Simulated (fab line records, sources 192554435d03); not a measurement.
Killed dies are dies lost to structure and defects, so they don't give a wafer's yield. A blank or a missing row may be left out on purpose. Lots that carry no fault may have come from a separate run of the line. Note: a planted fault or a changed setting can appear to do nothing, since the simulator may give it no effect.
Chamber matching -- flow n5 finfet -- uv cure-03 running N5_BEOL_M6_CURE_74: 3 sister chambers
The step cures SiCOH lowk, time 240 s. 6 wafers are shown with their chamber, then 7 later ones without.

## WAFERS WITH THEIR CHAMBER
wafer,chamber,lamp power pct (%),wafer_temp_C_max
L082.3,1,52.33,386.4
L082.6,1,52.29,387.7
L088.3,0,52.32,386.9
L088.4,0,52.37,386.8
L089.1,2,52.31,386.4
L089.4,2,52.29,386.1

## WAFERS WHOSE CHAMBER IS MISSING
wafer,lamp power pct (%),wafer_temp_C_max
L089.5,52.38,386.4
L090.1,52.26,386.6
L090.2,52.31,386.1
L090.5,52.27,386.3
L094.2,52.32,386.0
L094.3,52.31,386.3
L094.5,52.29,386.4

## CHAMBER TAKEN BY EACH
wafer,from the rows above,in truth
L089.5,can't be placed: 0 or 1 or 2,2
L090.1,can't be placed: 2 or 1 or 0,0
L090.2,can't be placed: 2 or 1 or 0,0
L090.5,can't be placed: 2 or 1 or 0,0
L094.2,can't be placed: 2 or 0 or 1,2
L094.3,can't be placed: 2 or 1 or 0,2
L094.5,can't be placed: 2 or 1 or 0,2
Placed correctly: 0 of 7. Can't be placed from these rows: 7 (the true chamber is among the candidates in 7). Wrongly placed: 0.
How it was worked out, from the rows above alone: a wafer's distance from a chamber is the root of the sum, over the readings, of the square of ((its reading less the chamber's mean) divided by the reading's scatter). The wafer belongs to the nearest chamber; if the next one is less than 2 further off, it can't be placed. The mean given for a chamber averages the wafers shown for that chamber. The scatter: the root of (the sum of the squares of (reading less its chamber's mean) over the shown wafers, divided by (wafers less chambers)).
